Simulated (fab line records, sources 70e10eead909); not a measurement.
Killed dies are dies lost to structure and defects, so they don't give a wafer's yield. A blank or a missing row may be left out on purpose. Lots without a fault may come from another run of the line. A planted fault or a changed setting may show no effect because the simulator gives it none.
fab line records | flow nand_harc
record lots=9 wafers=27 last_day=32
route steps=1302 shown A_CHANNEL_HOLE_D2@589 END@1301
lots that met no fault: from a run of the same line without faults
start_h: hours from the record's first day to the start of the lot's first wafer shown | wait_h: hours since the lot's step before | " the same as in the row above | L1.1+2: a row that stands for several wafers | - no value, or no start given | * or withheld: withheld | < > ~ a bound
route shown NAME@n: a module of which the file shows steps, and the number in the route of the first | usual: mean/standard deviation of fault-free wafers | same: alike in all rows | chamber/n: place in a boat | sites: the reading at each site | _std_site: their standard deviation | _edge_site: outer sites' mean less inner sites' | radius_mm: how far each site lies from the wafer's centre | mask NAME#n: copy n | behind: the tool/chamber that last shaped the wafer | hold: why the lot was held/for how many hours/how that ended | device: the transistor (n, p or np) that didn't switch | end of line: the same wafers' tests at the end of the route | a step without rows: its recipe alone | killed: dies lost to structure and defects at the first sort, not the wafer's yield | map: a wafer's dies, x killed, . not, _ none there
set.NAME: the setting as run; set.NAME@STEP: as run at that earlier step | model.NAME: the simulator's own value behind a step, which no gauge read
steps of the route over a sample of lots; a table a step, a row a wafer
services: from which hour (start_h, from the record's first day; less than 0 if before it) a tool's chamber was out of use, for how many hours, and why
## steps
# step NHARC_A_CHANNEL_HOLE_D2_ETCH_16
# recipe target_depth_a=31000 over_etch_frac=0.3 time_s=806 ion_energy_ev=150 o2_flow_sccm=400 cos_flow_sccm=20 ar_flow_sccm=0 rf_w=500 bias_w=300 chemistry=O2/COS
# usual drypump_motor_current_A=5.8/0.47 oes_product_au=1.007/0.012 rf_vpp_V=314.4/1.8 showerhead_plenum_p_Torr=3.15/0.12 throttle_valve_pct=28.331/0.0091
# columns lot.wafer tool chamber start_h wait_h drypump_motor_current_A oes_product_au rf_hours_counter_h rf_vpp_V showerhead_plenum_p_Torr throttle_valve_pct
L131.2 rie_diel-08 0 - - 5.9 1.007 3.8 315.3 3.28 28.351
L131.1 " 1 " " 5.5 1.009 4.1 316.6 3.26 28.331
L131.4 " 3 " " 5.1 1.006 3.1 313.5 3.11 28.320
L135.3 rie_diel-13 3 - - 6.8 1.011 7.8 314.9 3.13 28.326
L135.1 " 1 " " 5.8 1.033 8.8 314.4 3.17 28.310
L135.5 " 3 " " 6.8 1.009 - 314.6 3.13 28.342
L136.2 rie_diel-07 0 - - 6.0 0.991 2.6 312.5 3.02 28.331
L136.5 " 0 " " 6.0 0.983 - 314.2 3.02 28.322
L136.6 " 1 " " 6.3 1.000 - 317.9 3.34 28.340
L143.3 rie_diel-13 1 - - 5.7 1.012 4.3 314.8 3.17 28.316
L143.5 " 3 " " 6.8 1.018 - 314.0 3.13 28.347
L143.6 " 0 " " 5.5 1.010 - 315.1 3.13 28.332
L145.4 rie_diel-07 2 - - 5.2 0.997 9.2 313.5 3.12 28.314
L145.6 " 2 " " 5.2 1.008 - 313.9 3.12 28.319
L145.5 " 3 " " 5.7 0.982 - 311.0 2.95 28.341
L146.1 rie_diel-13 1 - - 5.8 1.015 5.2 314.0 3.16 28.328
L146.3 " 2 " " 5.8 1.019 4.3 313.2 2.98 28.318
L146.6 " 0 " " 5.5 1.022 - 316.1 3.13 28.323
L148.4 rie_diel-13 3 - - 6.8 1.018 5.2 315.0 3.13 28.346
L148.3 " 2 " " 5.8 1.013 5.1 312.0 2.98 28.338
L148.6 " 3 " " 6.8 1.030 - 315.0 3.13 28.336
L149.2 rie_diel-13 1 - - 5.8 1.007 7.5 314.5 3.16 28.317
L149.3 " 2 " " 5.8 1.004 6.5 312.4 2.98 28.331
L149.1 " 3 " " 6.8 1.021 7.0 314.7 3.13 28.324
L152.3 rie_diel-13 0 - - 5.5 1.005 8.8 314.3 3.13 28.332
L152.2 " 1 " " 5.8 1.010 9.1 314.6 3.16 28.345
L152.6 " 1 " " 5.8 1.008 - 313.3 3.16 28.330
# step NHARC_A_CHANNEL_HOLE_D2_CD_MEAS_18
# usual cd_nm=99.7/2.1
# columns lot.wafer tool chamber start_h wait_h cd_nm
L131.1 cd_sem-02 - 278.94 - 103.7
L131.2 " - " " 99.8
L131.4 " - " " 103.4
L135.1 cd_sem-01 - 330.21 - 102.5
L135.3 " - " " 97.6
L135.5 " - " " 100.6
L136.2 cd_sem-03 - 344.85 - 99.2
L136.5 " - " " 99.2
L136.6 " - " " 99.3
L143.3 cd_sem-01 - 414.99 - 98.5
L143.5 " - " " 101.1
L143.6 " - " " 100.5
L145.4 cd_sem-03 - 444.19 - 102.3
L145.5 " - " " 104.7
L145.6 " - " " 100.4
L146.1 cd_sem-01 - 448.58 - 98.2
L146.3 " - " " 99.2
L146.6 " - " " 102.6
L148.3 cd_sem-03 - 463.73 - 94.6
L148.4 " - " " 96.3
L148.6 " - " " 97.5
L149.1 cd_sem-03 - 473.23 - 103.1
L149.2 " - " " 98.0
L149.3 " - " " 97.1
L152.2 cd_sem-01 - 493.85 - 99.0
L152.3 " - " " 99.7
L152.6 " - " " 99.1
# step NHARC_A_CHANNEL_HOLE_D2_ETCH_19
# recipe bias_v=1200 source_w=2500 pressure_mtorr=15 time_s=34.5 ar_flow_sccm=375 c4f8_flow_sccm=28.8 o2_flow_sccm=96.2 temp_c=-20 target_depth_a=* chemistry=C4F8/O2/Ar
# usual c4f8_flow_sccm=28.81/0.089 drypump_motor_current_A=5.67/0.28 showerhead_plenum_p_Torr=3.68/0.031 throttle_valve_pct=37.039/0.0091
# columns lot.wafer tool chamber start_h wait_h c4f8_flow_sccm drypump_motor_current_A rf_hours_counter_h showerhead_plenum_p_Torr throttle_valve_pct
L131.2 har_etch-01 1 279.08 0.1 28.96 5.65 142 3.69 37.048
L131.1 " 0 " " 28.81 5.63 142 3.75 37.045
L131.4 " 1 " " 28.97 5.64 - 3.69 37.040
L135.1 har_etch-02 0 330.69 0.5 28.73 5.32 383 3.70 37.040
L135.3 " 1 " " 28.81 6.08 - 3.72 37.046
L135.5 " 1 " " 28.87 6.04 - 3.72 37.042
L136.2 har_etch-02 1 344.92 0.1 28.85 6.04 390 3.72 37.047
L136.6 " 1 " " 28.90 6.07 - 3.72 37.042
L136.5 " 0 " " 28.89 5.33 - 3.69 37.043
L143.3 har_etch-02 0 415.12 0.1 28.80 5.33 - 3.68 37.038
L143.6 " 1 " " 28.83 6.07 - 3.70 37.041
L143.5 " 0 " " 28.89 5.34 - 3.67 37.038
L145.4 har_etch-02 0 445.54 1.4 28.81 5.32 - 3.67 37.030
L145.5 " 0 " " 28.78 5.32 - 3.67 37.044
L145.6 " 1 " " 28.75 6.06 - 3.69 37.042
L146.1 har_etch-02 0 449.69 1.1 28.70 5.33 31 3.66 37.034
L146.3 " 1 " " 28.76 6.07 - 3.69 37.053
L146.6 " 1 " " 28.84 6.03 - 3.69 37.049
L148.3 har_etch-02 1 463.84 0.1 28.94 6.06 - 3.68 37.025
L148.4 " 0 " " 28.75 5.35 - 3.66 37.036
L148.6 " 0 " " 28.94 5.34 - 3.66 37.035
L149.1 har_etch-01 1 473.31 0.1 28.80 5.67 259 3.63 37.035
L149.2 " 0 " " 28.94 5.65 259 3.68 37.034
L149.3 " 1 " " 28.68 5.67 - 3.62 37.022
L152.2 har_etch-02 0 493.92 0.1 28.95 5.33 61 3.65 37.040
L152.3 " 1 " " 28.93 6.03 - 3.67 37.040
L152.6 " 0 " " 28.88 5.33 - 3.65 37.039
# step NHARC_A_CHANNEL_HOLE_D2_ETCH_24
# recipe bias_v=5000 source_w=withheld pressure_mtorr=20 time_s=906.2 ar_flow_sccm=375 c4f8_flow_sccm=93.8 o2_flow_sccm=31.2 temp_c=-20 target_depth_a=15000 chemistry=C4F8/O2/Ar
# usual c4f8_flow_sccm=93.82/0.29 drypump_motor_current_A=5.67/0.28 showerhead_plenum_p_Torr=3.637/0.029 throttle_valve_pct=32.235/0.009
# columns lot.wafer tool chamber start_h wait_h c4f8_flow_sccm drypump_motor_current_A rf_hours_counter_h showerhead_plenum_p_Torr throttle_valve_pct
L131.2 har_etch-01 1 281.19 0.6 93.78 5.64 144 3.645 32.225
L131.1 " 0 " " 93.84 5.64 144 3.699 32.239
L131.4 " 1 " " 93.79 5.64 - 3.645 32.241
L135.1 har_etch-02 0 332.82 0.6 94.44 5.33 385 3.651 32.226
L135.3 " 1 " " 93.75 6.07 - 3.675 32.259
L135.5 " 1 " " 94.08 6.07 - 3.674 32.230
L136.2 har_etch-02 1 347.03 0.6 93.78 6.04 392 3.670 32.243
L136.6 " 1 " " 94.10 6.02 - 3.670 32.242
L136.5 " 0 " " 93.85 5.32 - 3.647 32.246
L143.3 har_etch-02 0 417.58 0.6 94.11 5.31 - 3.630 32.226
L143.6 " 1 " " 93.98 6.06 - 3.653 32.237
L143.5 " 0 " " 93.75 5.32 - 3.629 32.225
L145.4 har_etch-02 0 447.88 0.6 93.52 5.33 - 3.622 32.239
L145.5 " 0 " " 93.73 5.31 - 3.622 32.242
L145.6 " 1 " " 93.74 6.06 - 3.645 32.236
L146.1 har_etch-02 0 451.93 0.6 93.60 5.31 33 3.620 32.248
L146.3 " 1 " " 94.06 6.04 - 3.643 32.227
L146.6 " 1 " " 93.40 6.08 - 3.643 32.233
L148.3 har_etch-02 1 466.18 0.6 93.91 6.04 - 3.637 32.226
L148.4 " 0 " " 93.48 5.33 - 3.614 32.233
L148.6 " 0 " " 93.66 5.34 - 3.614 32.219
L149.1 har_etch-01 1 475.43 0.6 94.05 5.66 261 3.582 32.238
L149.2 " 0 " " 93.63 5.64 261 3.636 32.243
L149.3 " 1 " " 93.17 5.66 - 3.582 32.250
L152.2 har_etch-02 0 496.06 0.6 94.09 5.32 63 3.603 32.226
L152.3 " 1 " " 94.05 6.07 - 3.626 32.254
L152.6 " 0 " " 94.07 5.32 - 3.604 32.241
# step NHARC_A_CHANNEL_HOLE_D2_XSEM_32
# recipe landing_energy_ev=35000
# usual bot_cd_nm=74.7/1.3 bow_nm=8.73/0.29 tilt_deg=0.08/0.038
# columns lot.wafer tool chamber start_h wait_h bot_cd_nm bow_nm tilt_deg
L131.1 xsem-01 0 284.83 0.1 73.4 8.48 0.05
L131.2 " 0 " " 73.5 8.38 0.05
L131.4 " 0 " " 75.8 8.42 0.05
L135.1 xsem-01 0 336.28 0.1 74.1 15.40 0.15
L135.3 " 0 " " 75.3 15.47 0.15
L135.5 " 0 " " 76.8 15.37 0.15
L136.2 xsem-02 0 350.51 0.1 74.9 15.03 0.14
L136.5 " 0 " " 74.6 15.00 0.15
L136.6 " 0 " " 75.6 15.10 0.14
L143.3 xsem-01 0 420.83 0.1 72.4 8.67 0.12
L143.5 " 0 " " 72.3 8.65 0.12
L143.6 " 0 " " 73.1 8.69 0.12
L145.4 xsem-02 0 451.12 0.1 74.8 8.47 0.14
L145.5 " 0 " " 75.9 8.52 0.15
L145.6 " 0 " " 77.4 8.57 0.15
L146.1 xsem-02 0 455.29 0.1 73.6 8.40 0.07
L146.3 " 0 " " 73.7 8.31 0.07
L146.6 " 0 " " 74.4 8.41 0.07
L148.3 xsem-01 0 469.41 0.1 75.2 8.65 0.07
L148.4 " 0 " " 75.7 8.66 0.07
L148.6 " 0 " " 73.1 8.61 0.07
L149.1 xsem-02 0 478.93 0.1 73.8 8.99 0.04
L149.2 " 0 " " 75.4 8.98 0.04
L149.3 " 0 " " 73.6 9.00 0.04
L152.2 xsem-02 0 499.55 0.1 75.2 8.62 0.06
L152.3 " 0 " " 76.0 8.71 0.06
L152.6 " 0 " " 73.3 8.58 0.06
# step NHARC_END_WLT_00
# usual VT_DECK1_BOTTOM=0.873/0.0078 VT_DECK1_BOTTOM_INNER=0.873/0.0068 VT_DECK1_MEDIAN_NEAR_BOTTOM=0.874/0.0075 VT_DECK1_MEDIAN_NEAR_BOTTOM_INNER=0.874/0.0082 VT_DECK1_MIDDLE=0.886/0.0072 VT_DECK1_MIDDLE_INNER=0.885/0.007 VT_DECK1_TOP=0.897/0.0074 VT_DECK1_TOP_INNER=0.897/0.0069 VT_DECK2_BOTTOM=0.870/0.0057 VT_DECK2_BOTTOM_INNER=0.871/0.007 VT_DECK2_MEDIAN_NEAR_BOTTOM=0.870/0.0065 VT_DECK2_MEDIAN_NEAR_BOTTOM_INNER=0.871/0.0066 VT_DECK2_MIDDLE=0.883/0.0056 VT_DECK2_MIDDLE_INNER=0.883/0.006 VT_DECK2_TOP=0.895/0.0061 VT_DECK2_TOP_INNER=0.894/0.0063
# columns lot.wafer tool chamber start_h wait_h VT_DECK1_BOTTOM VT_DECK1_BOTTOM_INNER VT_DECK1_MEDIAN_NEAR_BOTTOM VT_DECK1_MEDIAN_NEAR_BOTTOM_INNER VT_DECK1_MIDDLE VT_DECK1_MIDDLE_INNER VT_DECK1_TOP VT_DECK1_TOP_INNER VT_DECK2_BOTTOM VT_DECK2_BOTTOM_INNER VT_DECK2_MEDIAN_NEAR_BOTTOM VT_DECK2_MEDIAN_NEAR_BOTTOM_INNER VT_DECK2_MIDDLE VT_DECK2_MIDDLE_INNER VT_DECK2_TOP VT_DECK2_TOP_INNER
L131.1 prober-01 - 544.21 0.0 0.875 0.877 0.867 0.875 0.880 0.877 0.888 0.894 0.877 0.880 0.867 0.868 0.880 0.880 0.894 0.898
L131.2 " - " " 0.860 0.857 0.870 0.859 0.870 0.877 0.892 0.883 0.873 0.875 0.872 0.877 0.879 0.886 0.896 0.900
L131.4 " - " " 0.865 0.870 0.866 0.866 0.876 0.876 0.892 0.883 0.879 0.879 0.877 0.879 0.885 0.890 0.903 0.901
L135.1 prober-01 - 589.30 0.0 0.873 0.879 0.868 0.875 0.881 0.887 0.901 0.900 0.864 0.862 0.877 0.882 0.882 0.876 0.901 0.890
L135.3 " - " " 0.881 0.875 0.877 0.879 0.883 0.886 0.895 0.894 0.870 0.863 0.880 0.887 0.876 0.882 0.896 0.885
L135.5 " - " " 0.873 0.871 0.859 0.869 0.885 0.889 0.887 0.896 0.867 0.867 0.878 0.892 0.885 0.877 0.888 0.882
L136.2 prober-02 - 606.49 0.6 0.865 0.868 0.870 0.863 0.878 0.878 0.893 0.895 0.876 0.879 0.885 0.897 0.890 0.879 0.894 0.896
L136.5 " - 607.97 2.0 0.863 0.870 0.872 0.872 0.880 0.887 0.901 0.893 0.868 0.870 0.891 0.886 0.888 0.880 0.890 0.896
L136.6 " - " " 0.870 0.862 0.870 0.875 0.882 0.881 0.892 0.897 0.873 0.867 0.886 0.893 0.876 0.880 0.898 0.887
L143.3 prober-01 - 690.20 1.1 0.872 0.869 0.866 0.865 0.885 0.883 0.892 0.890 0.860 0.860 0.860 0.864 0.877 0.876 0.886 0.891
L143.5 " - 691.21 2.1 0.865 0.862 0.870 0.867 0.894 0.881 0.890 0.898 0.858 0.857 0.856 0.856 0.876 0.873 0.892 0.889
L143.6 " - " " 0.874 0.870 0.880 0.875 0.892 0.888 0.900 0.899 0.859 0.866 0.864 0.862 0.883 0.879 0.893 0.888
L146.1 prober-02 - 702.32 0.1 0.870 0.877 0.873 0.868 0.883 0.886 0.903 0.895 0.859 0.876 0.866 0.865 0.891 0.879 0.896 0.894
L146.3 " - 703.32 1.1 0.872 0.883 0.880 0.875 0.891 0.889 0.900 0.900 0.870 0.872 0.870 0.865 0.881 0.884 0.892 0.895
L146.6 " - 704.82 2.6 0.886 0.875 0.870 0.883 0.889 0.887 0.895 0.895 0.870 0.869 0.872 0.866 0.886 0.878 0.901 0.891
L145.4 prober-02 - 715.26 1.5 0.868 0.874 0.878 0.866 0.883 0.886 0.895 0.901 0.869 0.870 0.873 0.878 0.891 0.884 0.902 0.905
L145.5 " - " " 0.868 0.873 0.871 0.872 0.887 0.881 0.900 0.893 0.862 0.883 0.868 0.871 0.884 0.889 0.897 0.895
L145.6 " - " " 0.874 0.878 0.872 0.873 0.889 0.881 0.892 0.898 0.876 0.875 0.873 0.876 0.894 0.881 0.896 0.897
L148.3 prober-01 - 733.50 1.0 0.864 0.866 0.865 0.856 0.882 0.883 0.894 0.899 0.867 0.867 0.865 0.878 0.885 0.883 0.893 0.894
L148.4 " - " " 0.874 0.873 0.877 0.882 0.880 0.882 0.881 0.891 0.868 0.870 0.869 0.874 0.881 0.886 0.889 0.888
L148.6 " - " " 0.871 0.871 0.872 0.870 0.881 0.877 0.891 0.889 0.868 0.855 0.867 0.857 0.882 0.878 0.883 0.888
L149.1 prober-01 - 756.73 7.8 0.871 0.871 0.884 0.883 0.896 0.890 0.912 0.912 0.866 0.869 0.864 0.870 0.879 0.878 0.893 0.891
L149.2 " - " " 0.882 0.883 0.885 0.890 0.889 0.890 0.895 0.901 0.871 0.866 0.870 0.877 0.883 0.886 0.892 0.897
L149.3 " - " " 0.881 0.880 0.878 0.877 0.894 0.896 0.909 0.907 0.865 0.871 0.866 0.870 0.884 0.886 0.892 0.888
L152.2 prober-02 - 764.54 3.4 0.862 0.867 0.860 0.865 0.890 0.883 0.887 0.894 0.880 0.872 0.871 0.869 0.884 0.885 0.895 0.903
L152.3 " - " " 0.863 0.868 0.869 0.866 0.876 0.878 0.895 0.891 0.878 0.875 0.872 0.875 0.886 0.884 0.895 0.902
L152.6 " - 766.54 5.4 0.866 0.871 0.873 0.868 0.878 0.881 0.890 0.897 0.872 0.873 0.877 0.869 0.878 0.884 0.896 0.896
# step NHARC_END_SORT_01
# recipe temp_c=25
# usual killed_at_array=55/20 killed_at_other=1.1/1.2 killed_at_periphery=3.8/2.8 killed_dies=60/19 killed_open=3.4/1.9 killed_short=2.2/1.5
# same gross_dies=677
# columns lot.wafer tool chamber start_h wait_h killed_at_array killed_at_other killed_at_periphery killed_dies killed_open killed_short
L131.1 prober-01 0 547.17 2.5 40 1 4 45 4 2
L131.2 prober-01 0 547.98 2.8 55 2 2 59 2 3
L131.4 prober-01 0 549.58 3.4 46 2 3 51 2 2
L143.3 prober-01 0 693.82 3.1 26 1 1 28 3 3
L143.5 prober-01 0 695.41 3.7 21 0 2 23 4 3
L143.6 prober-01 0 696.20 4.0 20 0 5 25 2 1
L146.1 prober-02 0 705.32 2.5 79 0 4 83 4 2
L146.3 prober-02 0 706.92 3.1 75 0 6 81 3 0
L146.6 prober-02 0 709.32 4.0 81 0 0 81 1 2
L145.4 prober-02 0 719.16 3.4 52 1 9 62 2 3
L145.5 prober-02 0 719.96 3.7 43 0 1 44 0 4
L145.6 prober-02 0 720.77 4.0 38 5 2 45 0 2
L148.3 prober-01 0 737.10 3.1 59 2 10 71 3 6
L148.4 prober-01 0 737.90 3.4 45 2 9 56 1 4
L148.6 prober-01 0 739.51 4.0 42 3 6 51 3 1
L149.1 prober-01 0 759.72 2.5 46 2 2 50 3 3
L149.2 prober-01 0 760.52 2.8 59 1 2 62 5 2
L149.3 prober-01 0 761.33 3.1 46 0 6 52 3 1
L152.2 prober-02 0 767.84 2.8 36 0 8 44 2 0
L152.3 prober-02 0 768.64 3.1 40 0 2 42 6 2
L152.6 prober-02 0 771.06 4.0 46 0 5 51 5 3
# killed by level:class
L131.1 A_CHANNEL_HOLE_D1:chamber_film_flake=27 A_CHANNEL_HOLE_D2:chamber_film_flake=5 A_CHANNEL_FILL_D2:chamber_film_flake=2 A_STAIRCASE:chamber_film_flake=2 P_STI:geometric_particle:short=1 P_M0:geometric_particle:open=1 P_M0:geometric_particle:short=1 A_SOURCE_PLATE:geometric_particle:open=1
L131.2 A_CHANNEL_HOLE_D1:chamber_film_flake=34 A_CHANNEL_HOLE_D2:chamber_film_flake=6 A_CONTACT:chamber_film_flake=6 A_CHANNEL_FILL_D1:geometric_particle:short=2 THIN_TSV:chamber_film_flake=2 A_CHANNEL_FILL_D2:chamber_film_flake=2 A_WL_FILL:chamber_film_flake=2 A_ONON_D2:geometric_particle:open=1
L131.4 A_CHANNEL_HOLE_D1:chamber_film_flake=26 A_CONTACT:chamber_film_flake=6 A_CHANNEL_HOLE_D2:chamber_film_flake=4 P_CONTACT:chamber_film_flake=2 A_CHANNEL_FILL_D2:chamber_film_flake=2 A_STAIRCASE:chamber_film_flake=2 THIN_TSV:chamber_film_flake=2 P_M2:geometric_particle:open=1
L143.3 A_CHANNEL_HOLE_D1:chamber_film_flake=6 A_CONTACT:chamber_film_flake=6 A_SLIT:chamber_film_flake=4 A_STAIRCASE:chamber_film_flake=2 P_M1:geometric_particle:short=1 A_ONON_D2:geometric_particle:short=1 A_CHANNEL_FILL_D2:geometric_particle:open=1 A_SGD_CUT:geometric_particle:short=1
L143.5 A_CHANNEL_HOLE_D1:chamber_film_flake=5 A_CONTACT:chamber_film_flake=5 A_STAIRCASE:chamber_film_flake=4 P_GATE:geometric_particle:open=1 P_M2:geometric_particle:open=1 A_ONON_D1:geometric_particle:short=1 A_ONON_D1:geometric_particle:open=1 A_CHANNEL_HOLE_D1:geometric_particle:short=1
L143.6 A_CHANNEL_HOLE_D1:chamber_film_flake=5 A_STAIRCASE:chamber_film_flake=5 A_SLIT:chamber_film_flake=3 P_CONTACT:chamber_film_flake=2 A_CHANNEL_HOLE_D2:chamber_film_flake=2 A_CHANNEL_FILL_D2:chamber_film_flake=2 P_GATE:geometric_particle:open=1 A_ONON_D1:geometric_particle:short=1
L146.1 A_SLIT:chamber_film_flake=36 A_CHANNEL_HOLE_D1:chamber_film_flake=32 A_DECK1_JOINT:geometric_particle:open=2 P_GATE:chamber_film_flake=2 A_DECK1_JOINT:chamber_film_flake=2 A_CONTACT:chamber_film_flake=2 P_M0:geometric_particle:open=1 A_CHANNEL_FILL_D1:geometric_particle:short=1
L146.3 A_CHANNEL_HOLE_D1:chamber_film_flake=38 A_SLIT:chamber_film_flake=29 P_GATE:chamber_film_flake=4 A_STAIRCASE:chamber_film_flake=3 A_CHANNEL_FILL_D1:chamber_film_flake=2 A_DECK1_JOINT:chamber_film_flake=2 P_GATE:geometric_particle:open=1 P_CONTACT:geometric_particle:open=1
L146.6 A_SLIT:chamber_film_flake=36 A_CHANNEL_HOLE_D1:chamber_film_flake=36 A_CONTACT:chamber_film_flake=2 A_CHANNEL_FILL_D1:geometric_particle:short=1 A_CHANNEL_FILL_D1:geometric_particle:open=1 A_ONON_D2:geometric_particle:short=1 A_ZERO_WELL:chamber_film_flake=1 A_DECK1_JOINT:chamber_film_flake=1
L145.4 A_CHANNEL_HOLE_D1:chamber_film_flake=39 P_STI:chamber_film_flake=4 A_SLIT:chamber_film_flake=4 P_M2:chamber_film_flake=2 A_CONTACT:chamber_film_flake=2 P_M1:geometric_particle:open=1 A_ONON_D1:geometric_particle:open=1 A_ONON_D1:geometric_particle:short=1
L145.5 A_CHANNEL_HOLE_D1:chamber_film_flake=28 A_DECK1_JOINT:chamber_film_flake=4 A_SLIT:chamber_film_flake=3 A_CONTACT:chamber_film_flake=3 A_DECK1_JOINT:geometric_particle:short=2 A_ONON_D2:geometric_particle:short=1 A_WL_FILL:geometric_particle:short=1 P_M1:chamber_film_flake=1
L145.6 A_CHANNEL_HOLE_D1:chamber_film_flake=33 THIN_TSV:chamber_film_flake=5 A_SLIT:chamber_film_flake=2 A_CHANNEL_FILL_D1:geometric_particle:short=1 A_WL_FILL:geometric_particle:short=1 P_GATE:chamber_film_flake=1 P_M1:chamber_film_flake=1 A_DECK1_JOINT:chamber_film_flake=1
L148.3 A_CHANNEL_HOLE_D1:chamber_film_flake=36 A_SLIT:chamber_film_flake=8 A_CONTACT:chamber_film_flake=5 P_ZERO_WELL:chamber_film_flake=2 P_STI:chamber_film_flake=2 P_CONTACT:chamber_film_flake=2 A_WL_FILL:chamber_film_flake=2 THIN_TSV:chamber_film_flake=2
L148.4 A_CHANNEL_HOLE_D1:chamber_film_flake=27 A_SLIT:chamber_film_flake=7 P_ZERO_WELL:chamber_film_flake=4 A_CONTACT:chamber_film_flake=4 P_GATE:chamber_film_flake=3 A_WL_FILL:geometric_particle:short=2 THIN_TSV:chamber_film_flake=2 A_ONON_D1:geometric_particle:short=1
L148.6 A_CHANNEL_HOLE_D1:chamber_film_flake=30 A_SLIT:chamber_film_flake=7 P_GATE:chamber_film_flake=2 P_BONDPAD:chamber_film_flake=2 A_WL_FILL:chamber_film_flake=2 THIN_TSV:chamber_film_flake=2 P_M0:geometric_particle:open=1 A_ONON_D1:geometric_particle:open=1
L149.1 A_CHANNEL_HOLE_D2:chamber_film_flake=23 A_CHANNEL_HOLE_D1:chamber_film_flake=8 A_SLIT:chamber_film_flake=5 A_CONTACT:chamber_film_flake=4 A_CHANNEL_FILL_D2:geometric_particle:short=2 THIN_TSV:chamber_film_flake=2 P_M0:geometric_particle:open=1 A_ONON_D2:geometric_particle:short=1
L149.2 A_CHANNEL_HOLE_D2:chamber_film_flake=26 A_CHANNEL_HOLE_D1:chamber_film_flake=9 A_SLIT:chamber_film_flake=6 A_STAIRCASE:chamber_film_flake=4 A_ZERO_WELL:chamber_film_flake=2 A_CHANNEL_FILL_D2:chamber_film_flake=2 A_WL_FILL:chamber_film_flake=2 A_CONTACT:chamber_film_flake=2
L149.3 A_CHANNEL_HOLE_D2:chamber_film_flake=21 A_CHANNEL_HOLE_D1:chamber_film_flake=9 A_SLIT:chamber_film_flake=6 P_GATE:chamber_film_flake=4 A_CONTACT:chamber_film_flake=4 A_ZERO_WELL:chamber_film_flake=2 P_CONTACT:geometric_particle:short=1 A_CHANNEL_HOLE_D2:geometric_particle:open=1
L152.2 A_CHANNEL_HOLE_D1:chamber_film_flake=13 A_SLIT:chamber_film_flake=8 P_STI:chamber_film_flake=7 A_CONTACT:chamber_film_flake=5 A_STAIRCASE:chamber_film_flake=4 A_WL_FILL:chamber_film_flake=2 A_CHANNEL_FILL_D1:geometric_particle:open=1 A_DECK1_JOINT:geometric_particle:open=1
L152.3 A_CHANNEL_HOLE_D1:chamber_film_flake=14 A_CONTACT:chamber_film_flake=9 A_STAIRCASE:chamber_film_flake=3 A_SLIT:chamber_film_flake=3 A_BLC:chamber_film_flake=3 P_STI:chamber_film_flake=2 A_CHANNEL_FILL_D1:geometric_particle:short=1 A_CHANNEL_FILL_D1:geometric_particle:open=1
L152.6 A_CHANNEL_HOLE_D1:chamber_film_flake=18 A_STAIRCASE:chamber_film_flake=7 A_CONTACT:chamber_film_flake=6 A_SLIT:chamber_film_flake=5 P_STI:chamber_film_flake=3 P_M0:geometric_particle:open=2 A_CHANNEL_HOLE_D2:chamber_film_flake=2 A_BLC:chamber_film_flake=2
## services
# columns tool chamber start_h hours kind
rie_diel-13 0 272.03 - clean
rie_diel-13 0 283.41 4.2 repair
rie_diel-07 - 294.20 9.0 pm
rie_diel-13 2 294.65 1.3 repair
rie_diel-13 2 308.50 5.5 repair
rie_diel-08 0 316.43 29.9 repair
rie_diel-13 - 342.01 9.0 pm
rie_diel-08 - 367.81 9.0 pm
xsem-01 - 374.00 14.0 pm
rie_diel-13 0 374.47 11.8 repair
har_etch-02 - 378.38 17.0 pm
har_etch-02 0 378.38 17.0 vent_cycle
har_etch-02 1 378.38 17.0 vent_cycle
rie_diel-07 1 382.32 8.5 repair
har_etch-02 0 395.38 - clean
har_etch-02 0 395.38 - consumable_replace:focus_ring
har_etch-02 1 395.38 - clean
har_etch-02 1 395.38 - consumable_replace:focus_ring
rie_diel-08 1 408.70 2.7 repair
rie_diel-07 1 414.74 6.6 repair
rie_diel-07 0 437.49 3.0 repair
rie_diel-07 - 471.20 9.0 pm
rie_diel-08 1 486.17 3.1 repair
rie_diel-13 3 487.95 12.3 repair
## key
first_sign step=NHARC_A_CHANNEL_HOLE_D2_XSEM_32 reading=bow_nm direction=up sigmas=23 usual=8.73 struck=15.23
effect step=NHARC_END_WLT_00 reading=VT_DECK2_MEDIAN_NEAR_BOTTOM_INNER direction=up sigmas=2.9 usual=0.871 struck=0.890
met_at NHARC_A_CHANNEL_HOLE_D2_ETCH_24
struck_lots L135,L136
tester_left_out L135,L136
not_acting_at NHARC_A_CHANNEL_HOLE_D2_ETCH_16,NHARC_A_CHANNEL_HOLE_D2_CD_MEAS_18,NHARC_A_CHANNEL_HOLE_D2_ETCH_19
fault kind=process_parameter_drift tool=har_etch-02 chamber=- onset_h=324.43 steps=NHARC_A_CHANNEL_HOLE_D2_ETCH_24 channel=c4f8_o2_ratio offset=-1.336 shape=step end_h=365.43 acts_in=these_recipes_only stated=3
# tester_left_out: of these lots the tester's yield and bins aren't shown, on N5 and GAA mostly nor the transistor test; their killed dies are dies lost to structure and defects alone, not to doping, threshold or leakage, so they don't give the yield
